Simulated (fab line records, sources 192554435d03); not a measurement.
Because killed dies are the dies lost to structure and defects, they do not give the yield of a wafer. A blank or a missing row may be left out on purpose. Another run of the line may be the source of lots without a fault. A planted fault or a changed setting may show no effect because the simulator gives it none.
Struck lot and sound lot, side by side    flow n5-finfet    14 out of 1938 route steps
Sound: these wafers, L308.1, L308.2, L308.4. The struck wafers were L313.2, L313.5, L313.6. The cause is named last.
For every step that has rows: the tool of each side, followed by ch and its chambers, followed by its first start. Under that, the readings that differ: sound wafers    struck wafers    difference of the means    sigmas: that difference in standard deviations of wafers without a fault.
alike: readings with means less than 2 such deviations apart, plus words and numbers identical on both sides. not compared: withheld readings, readings lacking a value on some wafer, bounds such as >300 that could conceal the same value, and numbers that have no deviation in the record and whose values overlap.
A row with sigmas, a row that says differs or no value, or rows on one side alone: a step with any of these is where the two part. When numbers do not overlap yet have no deviation, they are printed without sigmas and do not part them. Lack of a reading on every wafer of one side parts them only where that side has two or more wafers.

N5_BEOL_M0_RS_MEAS_126: the measuring method here is four-point-probe.
  sound: film-metro-02 at day 6 15:35; struck: film-metro-01 at day 8 01:56
  alike: M0_RS
N5_BEOL_M0_INSPECT_127: inspects for defects (darkfield).
  sound: defect-inspect-01 at day 6 15:37; struck: defect-inspect-01 at day 8 01:58
  alike: raw-defect-count
N5_BEOL_M1_ILD_DEP_00: deposits SiOC from DEMS/O2, target thk 79 nm, time 15.3 s.
  sound on pecvd-04 ch 0,1,2, day 6 15:39; struck on pecvd-02 ch 0,1, day 8 02:00
  alike: heater-power-w, showerhead-plenum-p-Torr, throttle-valve-pct
N5_BEOL_M1_THK_MEAS_01:
  sound: film-metro-02 at day 6 15:43; struck: film-metro-02 at day 8 02:04
  alike: M1_ILD_THK
N5_BEOL_M1_PECVD_72: deposits SiO2 from TEOS/O2, target thk 16 nm, time 18 s.
  sound on pecvd-02 ch 1,2, day 6 15:45; struck on pecvd-04 ch 0,1,2, day 8 02:06
  alike: heater-power-w, showerhead-plenum-p-Torr, throttle-valve-pct
N5_BEOL_M1_HM_DEP_02: deposits TiN, target thk 20 nm.
  sound: pvd-sputter-02 at day 6 16:28; struck: pvd-sputter-02 at day 8 07:38
  alike: throttle-valve-pct
then, 6 steps without rows for these wafers: N5_BEOL_M1_COAT_61 (time 60 s, resist thk 60 nm); N5_BEOL_M1_COAT_62 (time 60 s, resist thk 12 nm); N5_BEOL_M1_COAT_73 (time 60 s, resist thk 5 nm); N5_BEOL_M1_COAT_05 (resist thk 30 nm); N5_BEOL_M1_EBR_07; N5_BEOL_M1_SOFTBAKE_06 (time 60 s).
N5_BEOL_M1_EXPOSE_08: exposes mask M1.
  struck on euv-scanner-01, day 8 07:55; sound on euv-scanner-01 ch 0, day 6 16:44
  no value came back on the struck wafers for any of 5 readings (dipole-opening-deg (degrees), exposure-dose-mJ-cm2 and others); on the sound wafers dipole-opening-deg (degrees) reads 79.7 79.7 79.7
  alike: mask
then, 1 step without rows for these wafers: N5_BEOL_M1_PEB_09 (peb time 60 s).

== WHERE THEY PART ==
At N5_BEOL_M1_EXPOSE_08 and nowhere else, as far as this record goes.

WHY: what the simulator had put in
At N5_BEOL_M1_EXPOSE_08, the step was skipped entirely on euv-scanner-01 from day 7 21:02 on. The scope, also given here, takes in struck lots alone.
